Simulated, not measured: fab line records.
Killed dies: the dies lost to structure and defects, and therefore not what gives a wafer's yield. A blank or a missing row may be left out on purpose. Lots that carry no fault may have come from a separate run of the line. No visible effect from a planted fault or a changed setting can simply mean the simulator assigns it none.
fab line records    flow nandHarc
record: lots: 6  wafers: 18  lastDay: 24
route steps=1159 shown A_M0@1003
lots that met no fault: from a run of the same line without faults
startH: start of the lot's first displayed wafer, in hours after the record's first day    waitH: hours from the lot's prior step to this one    " the same as in the row above    L1.1+2: a row that stands for several wafers    - no value, or no start was given    * or withheld: withheld    < > ~ a bound
route shown NAME@n: NAME is a module with steps in the file, n the number in the route of the first one    usual: mean and standard deviation over wafers with no fault    same: alike in all rows    chamber/n: place in a boat    sites: readings site by site    _std_site: the standard deviation of these    _edge_site: inner sites' mean taken away from outer sites' mean    radiusMm: for every site, how far away it sits from the centre of the wafer    mask NAME#n: copy n    behind: tool/chamber where the wafer was last shaped    hold: the reason the lot was held/the length of the hold in hours/how it ended    device: transistor that didn't switch, given as n, p or np    end of line: the same wafers' tests at the end of the route    a step without rows: its recipe alone    killed: dies that structure and defects cost at the first sort, which is not the same as the wafer's yield    map: per-die view of a wafer (x killed, . not killed, _ where there is no die)
set.NAME: the setting that was run; set.NAME@STEP: the one run at that earlier step    model.NAME: the simulator's own value behind a step, which no gauge read
lots at selected steps of the route; one table per step, one row per wafer
services: the hour from which a tool's chamber was out of use, counted from the record's first day as startH (under 0 if before that day), plus the number of hours and why
== steps ==
step: NHARC_A_M0_DEVELOP_08
recipe: developTimeS: 35  devTempC: 23
step: NHARC_A_M0_CD_MEAS_09
recipe: targetCdNm: 80  landingEnergyEv: 500
usual: cdNm: 79.9/0.53
lot.wafer  tool      chamber  startH  waitH  cdNm
L801.1     cdSem-03  0        459.60  -      80.3
L801.2     "         0        "       "      80.1
L801.5     "         0        "       "      80.0
L806.1     cdSem-01  0        489.95  -      79.5
L806.3     "         0        "       "      80.3
L806.5     "         0        "       "      80.2
L804.2     cdSem-02  0        501.41  -      80.8
L804.3     "         0        "       "      79.9
L804.5     "         0        "       "      80.8
L811.4     cdSem-03  0        514.81  -      80.1
L811.5     "         0        "       "      80.4
L811.6     "         0        "       "      79.3
L810.1     cdSem-02  0        514.96  -      80.4
L810.5     "         0        "       "      79.9
L810.6     "         0        "       "      79.5
L812.3     cdSem-02  0        521.16  -      79.5
L812.4     "         0        "       "      79.6
L812.5     "         0        "       "      78.8
step: NHARC_A_M0_OVL_MEAS_10
recipe: pitchNm: 160
usual: overlayXNm: 0.1/0.86  overlayYNm: 0.1/0.71
lot.wafer  tool        chamber  startH  waitH  overlayXNm  overlayYNm
L801.1     overlay-02  -        459.68  -      0.0         -1.1
L801.2     "           -        "       "      0.2         -0.6
L801.5     "           -        "       "      0.2         -1.4
L806.1     overlay-01  -        490.04  -      0.2         -0.3
L806.3     "           -        "       "      0.0         -0.3
L806.5     "           -        "       "      0.0         0.0
L804.2     overlay-01  -        501.50  -      0.0         -1.0
L804.3     "           -        "       "      0.1         -0.9
L804.5     "           -        "       "      0.1         -1.1
L811.4     overlay-01  -        514.89  -      0.9         -0.1
L811.5     "           -        "       "      0.9         -0.1
L811.6     "           -        "       "      0.5         -0.5
L810.1     overlay-02  -        515.05  -      0.7         -0.5
L810.5     "           -        "       "      0.8         -0.5
L810.6     "           -        "       "      0.3         0.0
L812.3     overlay-02  -        521.24  -      0.5         0.1
L812.4     "           -        "       "      0.5         0.0
L812.5     "           -        "       "      0.7         0.7
step: NHARC_A_M0_INSPECT_11
usual: rawDefectCount: 30/13
lot.wafer  tool              chamber  startH  waitH  rawDefectCount
L801.1     defectInspect-02  -        459.72  0.0    67
L801.2     "                 -        "       "      65
L801.5     "                 -        "       "      40
L806.1     defectInspect-02  -        490.08  0.0    24
L806.3     "                 -        "       "      25
L806.5     "                 -        "       "      32
L804.2     defectInspect-01  -        501.53  0.0    56
L804.3     "                 -        "       "      44
L804.5     "                 -        "       "      53
L811.4     defectInspect-01  -        514.92  0.0    27
L811.5     "                 -        "       "      20
L811.6     "                 -        "       "      27
L810.1     defectInspect-02  -        515.08  0.0    29
L810.5     "                 -        "       "      30
L810.6     "                 -        "       "      38
L812.3     defectInspect-01  -        521.28  0.0    32
L812.4     "                 -        "       "      40
L812.5     "                 -        "       "      38
step: NHARC_A_M0_DESCUM_14
recipe: timeS: 3  o2FlowSccm: 200  arFlowSccm: 0  biasPowerW: 0  chemistry: O2
usual: drypumpMotorCurrentA: 5.7/0.44  oesProductAu: 0.999/0.008  rfVppV: 57.7/0.81  showerheadPlenumPTorr: 1.90/0.077  throttleValvePct: 11.311/0.0098
same: timeS: 3
lot.wafer  tool        chamber  startH  waitH  drypumpMotorCurrentA  oesProductAu  rfHoursCounterH  rfVppV  showerheadPlenumPTorr  throttleValvePct
L801.1     rieDiel-07  3        459.78  0.1    6.2                   0.996         3                57.3    2.00                   11.314
L801.2     "           1        "       "      6.0                   0.988         3                57.4    1.84                   11.309
L801.5     "           1        "       "      6.0                   0.979         -                57.3    1.84                   11.309
L806.1     rieDiel-07  0        490.14  0.1    5.8                   0.990         4                58.4    2.00                   11.295
L806.3     "           3        "       "      6.2                   0.992         5                57.6    2.00                   11.307
L806.5     "           0        "       "      5.7                   1.007         -                57.6    2.00                   11.309
L804.2     rieDiel-07  2        501.61  0.1    5.5                   0.998         5                58.2    1.92                   11.309
L804.3     "           3        "       "      6.2                   1.002         6                57.1    2.00                   11.314
L804.5     "           3        "       "      6.2                   1.004         -                56.8    2.00                   11.301
L811.4     rieDiel-07  2        515.01  0.1    5.5                   0.990         7                58.3    1.92                   11.303
L811.5     "           3        "       "      6.2                   0.990         -                58.3    2.00                   11.312
L811.6     "           0        "       "      5.8                   0.990         -                56.7    2.00                   11.303
L810.1     rieDiel-02  2        515.17  0.1    5.3                   0.999         0                57.5    1.85                   11.301
L810.5     "           3        "       "      4.7                   0.998         -                58.3    1.92                   11.320
L810.6     "           0        "       "      5.9                   1.003         -                56.7    1.79                   11.311
L812.3     rieDiel-02  3        521.36  0.1    4.7                   1.009         1                57.2    1.92                   11.315
L812.5     "           0        "       "      5.9                   1.011         -                57.4    1.79                   11.312
L812.4     "           3        "       "      4.7                   0.998         -                57.8    1.92                   11.319
step: NHARC_A_M0_ETCH_34
recipe: targetDepthA: 400  overetchA: 120  timeS: 43.94  ionEnergyEv: 200  n2FlowSccm: 150  h2FlowSccm: 150  arFlowSccm: 0  rfW: 400  biasW: 150  chemistry: N2/H2
usual: biasW: 150.0/0.49  drypumpMotorCurrentA: 5.7/0.44  n2FlowSccm: 150.0/0.45  oesProductAu: 1.000/0.0065  rfVppV: 430.2/2.3  showerheadPlenumPTorr: 2.02/0.084  throttleValvePct: 14.171/0.0095
same: timeS: 43.94
lot.wafer  tool        chamber  startH  waitH  biasW  drypumpMotorCurrentA  n2FlowSccm  oesProductAu  rfHoursCounterH  rfVppV  showerheadPlenumPTorr  throttleValvePct
L801.2     rieDiel-07  1        459.89  0.1    150.1  6.0                   149.7       0.990         3                429.8   1.96                   14.159
L801.1     "           3        "       "      150.1  6.2                   149.5       0.995         3                432.0   2.14                   14.171
L801.5     "           0        "       "      150.2  5.8                   149.6       0.994         -                433.6   2.14                   14.172
L806.1     rieDiel-07  3        490.24  0.1    150.4  6.2                   150.0       1.001         5                431.6   2.14                   14.176
L806.3     "           0        "       "      149.3  5.8                   149.0       0.993         4                433.0   2.14                   14.164
L806.5     "           1        "       "      149.1  5.9                   149.4       0.998         -                427.9   1.96                   14.168
L804.2     rieDiel-07  0        501.70  0.1    149.7  5.8                   149.9       1.001         6                433.9   2.13                   14.176
L804.3     "           3        "       "      149.6  6.2                   150.5       0.995         6                433.5   2.14                   14.164
L804.5     "           3        "       "      149.8  6.2                   150.1       0.996         -                432.9   2.14                   14.162
L811.4     rieDiel-07  2        515.08  0.1    150.6  5.5                   150.1       1.006         7                430.9   2.05                   14.174
L811.5     "           0        "       "      149.1  5.8                   150.1       0.994         -                432.4   2.13                   14.159
L811.6     "           1        "       "      150.2  5.9                   149.4       0.996         -                429.4   1.95                   14.179
L810.1     rieDiel-02  2        515.24  0.1    150.2  5.3                   150.4       0.992         0                428.6   1.97                   14.164
L810.6     "           1        "       "      150.0  5.8                   150.3       1.002         -                430.2   2.03                   14.168
L810.5     "           2        "       "      149.8  5.3                   150.3       1.004         -                427.5   1.97                   14.182
L812.3     rieDiel-02  1        521.44  0.1    149.9  5.7                   149.2       1.000         1                429.7   2.03                   14.175
L812.4     "           1        "       "      150.3  5.7                   150.7       1.001         -                430.3   2.03                   14.180
L812.5     "           3        "       "      149.7  4.8                   150.0       1.005         -                431.8   2.05                   14.168
step: NHARC_A_M0_ETCH_15
recipe: targetDepthA: 1500  overetchA: 150  timeS: 82.5  c4f8FlowSccm: withheld  arFlowSccm: 400  rfW: 600  biasW: 300  chemistry: C4F8/Ar
usual: biasW: 300.0/0.89  oesProductAu: 0.951/0.02  rfVppV: 440.3/2.5
same: timeS: 82.5
lot.wafer  tool        chamber  startH  waitH  biasW  oesProductAu  rfHoursCounterH  rfVppV
L801.1     rieDiel-07  3        -       -      299.2  0.968         3                443.9
L801.2     "           0        "       "      300.2  0.956         2                441.7
L801.5     "           0        "       "      301.6  0.958         -                442.8
L806.1     rieDiel-07  3        -       -      299.6  0.953         5                442.8
L806.3     "           0        "       "      301.3  0.951         5                442.5
L806.5     "           3        "       "      300.6  0.961         -                442.3
L804.3     rieDiel-07  3        -       -      299.8  0.921         6                444.5
L804.2     "           2        "       "      301.2  0.914         5                442.3
L804.5     "           0        "       "      299.5  0.926         -                442.1
L811.4     rieDiel-07  3        -       -      300.3  0.942         8                442.9
L811.6     "           1        "       "      301.6  0.957         -                439.1
L811.5     "           2        "       "      301.7  0.964         -                442.2
L810.1     rieDiel-02  3        -       -      301.5  0.959         0                441.4
L810.5     "           1        "       "      300.4  0.974         -                439.1
L810.6     "           2        "       "      299.9  0.977         -                439.2
L812.3     rieDiel-02  1        -       -      301.2  0.969         1                439.0
L812.5     "           3        "       "      300.8  0.971         -                442.0
L812.4     "           0        "       "      298.9  0.961         -                437.1
step: NHARC_A_M0_CD_MEAS_16
usual: cdNm: 79.9/0.68
lot.wafer  tool      chamber  startH  waitH  cdNm
L801.1     cdSem-03  -        460.12  -      81.1
L801.2     "         -        "       "      80.3
L801.5     "         -        "       "      80.2
L806.1     cdSem-02  -        490.44  -      79.6
L806.3     "         -        "       "      80.8
L806.5     "         -        "       "      80.8
L804.2     cdSem-03  -        501.93  -      80.8
L804.3     "         -        "       "      80.3
L804.5     "         -        "       "      81.0
L811.4     cdSem-01  -        515.29  -      79.3
L811.5     "         -        "       "      80.0
L811.6     "         -        "       "      79.3
L810.1     cdSem-02  -        515.46  -      79.3
L810.5     "         -        "       "      80.6
L810.6     "         -        "       "      79.3
L812.3     cdSem-01  -        521.69  -      80.0
L812.4     "         -        "       "      79.8
L812.5     "         -        "       "      78.3
step: NHARC_A_M0_STRIP_18
recipe: powerW: 1000  n2FlowSccm: 150  h2FlowSccm: 150  arFlowSccm: 0  biasW: 0  chemistry: N2/H2
usual: drypumpMotorCurrentA: 5.7/0.45  n2FlowSccm: 149.9/0.44  oesProductAu: 1.000/0.0076  rfVppV: 90.4/0.94  showerheadPlenumPTorr: 2.01/0.085  throttleValvePct: 14.170/0.0091
same: biasW: 0
lot.wafer  tool        chamber  startH  waitH  drypumpMotorCurrentA  n2FlowSccm  oesProductAu  rfHoursCounterH  rfVppV  showerheadPlenumPTorr  throttleValvePct
L801.1     rieDiel-02  1        460.25  0.1    5.7                   149.6       0.995         7.4              89.6    2.03                   14.177
L801.2     "           2        "       "      5.3                   149.5       1.007         9.7              90.0    1.97                   14.172
L801.5     "           3        "       "      4.7                   149.5       0.999         -                89.6    2.05                   14.174
L806.3     rieDiel-02  2        490.51  0.1    5.4                   150.1       0.992         11.6             89.1    1.97                   14.159
L806.1     "           1        "       "      5.7                   150.1       0.996         9.2              90.8    2.03                   14.180
L806.5     "           3        "       "      4.8                   150.1       1.016         -                90.2    2.05                   14.176
L804.2     rieDiel-11  1        502.03  0.1    5.6                   149.6       0.992         7.7              90.9    2.08                   14.170
L804.3     "           3        "       "      5.7                   150.3       1.007         8.5              92.1    2.10                   14.176
L804.5     "           1        "       "      5.6                   149.3       1.007         -                88.7    2.08                   14.172
L811.4     rieDiel-11  1        515.41  0.1    5.6                   150.2       0.997         9.3              90.9    2.08                   14.169
L811.5     "           3        "       "      5.7                   150.4       1.005         -                89.4    2.10                   14.152
L811.6     "           0        "       "      6.1                   150.5       0.992         -                90.4    1.91                   14.178
L810.1     rieDiel-07  0        515.56  0.1    5.8                   149.6       0.998         7.2              91.0    2.13                   14.185
L810.6     "           3        "       "      6.2                   149.4       1.007         -                91.6    2.13                   14.162
L810.5     "           0        "       "      5.8                   149.9       0.998         -                91.6    2.13                   14.179
L812.4     rieDiel-07  3        521.81  0.1    6.2                   149.6       1.006         8.0              90.3    2.13                   14.170
L812.3     "           0        "       "      5.8                   150.4       0.993         7.6              91.2    2.13                   14.174
L812.5     "           1        "       "      5.9                   149.9       0.989         -                89.6    1.95                   14.172
step: NHARC_A_M0_STRIP_19
recipe: timeS: 600  tempC: 30  chemistry: postEtchResidueRemover
step: NHARC_A_M0_DEGAS_28
recipe: tempC: 250  timeS: 60
step: NHARC_A_M0_PRE_CLEAN_29
recipe: timeS: 30  tempC: 280  gas: H2/He
step: NHARC_A_M0_PVD_20
recipe: targetThkA: 50  biasV: 168.6  powerW: 15000  chamberPressurePa: 0.12  timeS: 8.06  substrateTempC: 50  material: TaN
usual: biasV: 168.1/1.9  cathodeDcPowerW: 15000/2.6  throttleValvePct: 30.3/0.87  timeS: 8.06/0
lot.wafer  tool           chamber  startH  waitH  biasV  cathodeDcPowerW  throttleValvePct  timeS
L801.1     pvdSputter-01  -        461.12  -      168.4  15000            30.2              8.06
L801.2     "              -        "       "      166.2  15001            29.6              8.06
L801.5     "              -        "       "      167.1  14999            30.3              8.06
L806.3     pvdSputter-01  -        491.17  -      -      -                -                 -
L806.1     "              -        "       "      -      -                -                 -
L806.5     "              -        "       "      -      -                -                 -
L804.2     pvdSputter-03  -        502.69  -      -      -                -                 -
L804.3     "              -        "       "      -      -                -                 -
L804.5     "              -        "       "      -      -                -                 -
L811.4     pvdSputter-02  -        516.01  -      163.3  14999            30.3              8.06
L811.5     "              -        "       "      169.0  14996            30.1              8.06
L811.6     "              -        "       "      168.2  15004            31.6              8.06
L810.1     pvdSputter-03  -        516.21  -      169.1  15003            31.7              8.06
L810.6     "              -        "       "      168.0  15000            30.0              8.06
L810.5     "              -        "       "      168.7  14999            31.6              8.06
L812.4     pvdSputter-03  -        522.44  -      169.9  14998            29.1              8.06
L812.3     "              -        "       "      169.9  15004            30.0              8.06
L812.5     "              -        "       "      173.1  15000            29.1              8.06
step: NHARC_A_M0_PVD_21
recipe: targetThkA: 300  chamberPressurePa: 5  powerW: 5000  substrateTempC: 30  timeS: 20.49  material: Cu
usual: cathodeDcPowerW: 5000.0/0.89  chamberPressurePa: 4.999/0.0083  throttleValvePct: 30.3/0.88
same: timeS: 20.49
lot.wafer  tool           chamber  startH  waitH  cathodeDcPowerW  chamberPressurePa  throttleValvePct
L801.2     pvdSputter-01  -        -       -      4998.5           5.009              30.7
L801.1     "              -        "       "      4999.6           5.005              30.2
L801.5     "              -        "       "      4999.6           5.002              30.5
L806.3     pvdSputter-01  -        -       -      4999.3           5.005              30.4
L806.1     "              -        "       "      4999.7           5.007              30.1
L806.5     "              -        "       "      5000.3           5.018              30.2
L804.2     pvdSputter-03  -        -       -      4999.7           4.995              31.9
L804.3     "              -        "       "      4998.6           4.989              29.8
L804.5     "              -        "       "      5000.2           5.010              29.2
L811.4     pvdSputter-02  -        -       -      4999.8           4.990              30.0
L811.5     "              -        "       "      5001.3           5.007              30.1
L811.6     "              -        "       "      5000.0           4.990              31.7
L810.1     pvdSputter-03  -        -       -      5001.2           4.997              29.1
L810.6     "              -        "       "      5001.5           5.013              29.9
L810.5     "              -        "       "      4999.6           4.992              31.5
L812.4     pvdSputter-03  -        -       -      4999.9           4.991              28.9
L812.3     "              -        "       "      5000.7           4.994              29.9
L812.5     "              -        "       "      4999.5           4.995              29.4
== services ==
tool           chamber  startH  hours  kind
rieDiel-07     0        439.08  -      clean
rieDiel-07     1        439.08  -      clean
rieDiel-07     2        439.08  -      clean
rieDiel-07     3        439.08  -      clean
rieDiel-07     2        447.22  14.1   repair
pvdSputter-03  -        458.04  10.0   pm
rieDiel-07     0        463.58  -      clean
rieDiel-07     1        463.58  -      clean
rieDiel-07     2        463.58  -      clean
rieDiel-07     3        463.58  -      clean
rieDiel-07     2        465.33  6.9    repair
rieDiel-02     1        474.30  3.7    repair
rieDiel-07     0        488.08  -      clean
rieDiel-07     1        488.08  -      clean
rieDiel-07     2        488.08  -      clean
rieDiel-07     3        488.08  -      clean
rieDiel-07     1        496.00  5.7    repair
rieDiel-07     -        500.93  0.5    repair
rieDiel-02     -        504.70  9.0    pm
rieDiel-07     0        512.93  -      clean
rieDiel-07     1        512.93  -      clean
rieDiel-07     2        512.93  -      clean
pvdSputter-01  -        514.04  10.0   pm
rieDiel-02     2        515.59  14.8   repair
== key ==
firstSign: step: NHARC_A_M0_PVD_20  reading: toolRecord  direction: missing
effect none on later readings
metAt NHARC_A_M0_PVD_20
struckWafers L804.2,L804.3,L804.5,L806.1,L806.3,L806.5
laterRowsLeftOut L804.2,L804.3,L804.5,L806.1,L806.3,L806.5
sortLeftOut L804.2,L804.3,L804.5,L806.1,L806.3,L806.5
onsetBetween 461.12 491.17
fault: kind: skippedStepWhole  tool: pvdSputter-01,pvdSputter-03  chamber: -  onsetH: 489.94  steps: NHARC_A_M0_PVD_20  scope: struckLotsOnly
sortLeftOut: the simulated sort isn't trusted on such a fault, so these wafers' sort isn't shown, and their yield isn't known
laterRowsLeftOut: the simulator's readings of these wafers behind a module that went badly wrong aren't trusted and aren't shown, but for the sort
